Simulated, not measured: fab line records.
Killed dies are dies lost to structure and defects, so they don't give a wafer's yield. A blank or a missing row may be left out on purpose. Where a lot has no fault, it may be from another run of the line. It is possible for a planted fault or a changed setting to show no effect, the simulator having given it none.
Matching of chambers -- flow nand_harc -- pecvd-01 running NHARC_A_CONTACT_DEP_58: 3 sister chambers
The step deposits SiON, target thk 90 nm. 6 wafers are shown with their chamber, then 7 later ones without.

EACH WAFER AND ITS CHAMBER
wafer,chamber,heater_power_w (W)
L079.4,1,726
L085.3,1,669
L089.3,0,781
L089.4,2,740
L091.2,2,743
L091.4,0,713

WAFERS WHOSE CHAMBER IS MISSING
wafer,heater_power_w (W)
L091.5,739
L095.2,714
L095.4,711
L095.5,734
L097.2,659
L097.4,626
L097.6,664

CHAMBER TAKEN BY EACH
wafer,from the rows above,in truth
L091.5,can't be placed: 2 or 0 or 1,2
L095.2,can't be placed: 1 or 2 or 0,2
L095.4,can't be placed: 1 or 2 or 0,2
L095.5,can't be placed: 2 or 0 or 1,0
L097.2,can't be placed: 1 or 2 or 0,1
L097.4,can't be placed: 1 or 2 or 0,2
L097.6,can't be placed: 1 or 2 or 0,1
0 of 7 placed correctly. Not placeable from these rows: 7 (in 7, the candidates include the true chamber). Number placed wrongly: 0.
How it was worked out, from the rows above alone: a wafer's distance from a chamber is the root of the sum, over the readings, of the square of ((its reading less the chamber's mean) divided by the reading's scatter). If the next closest chamber is less than 2 further off than the closest, the wafer can't be placed; otherwise it belongs to the closest. The mean given for a chamber averages the wafers shown for that chamber. How the scatter is found: for the shown wafers, subtract from each reading the mean of its chamber, square and add these, divide the total by (wafers less chambers), then take the root.
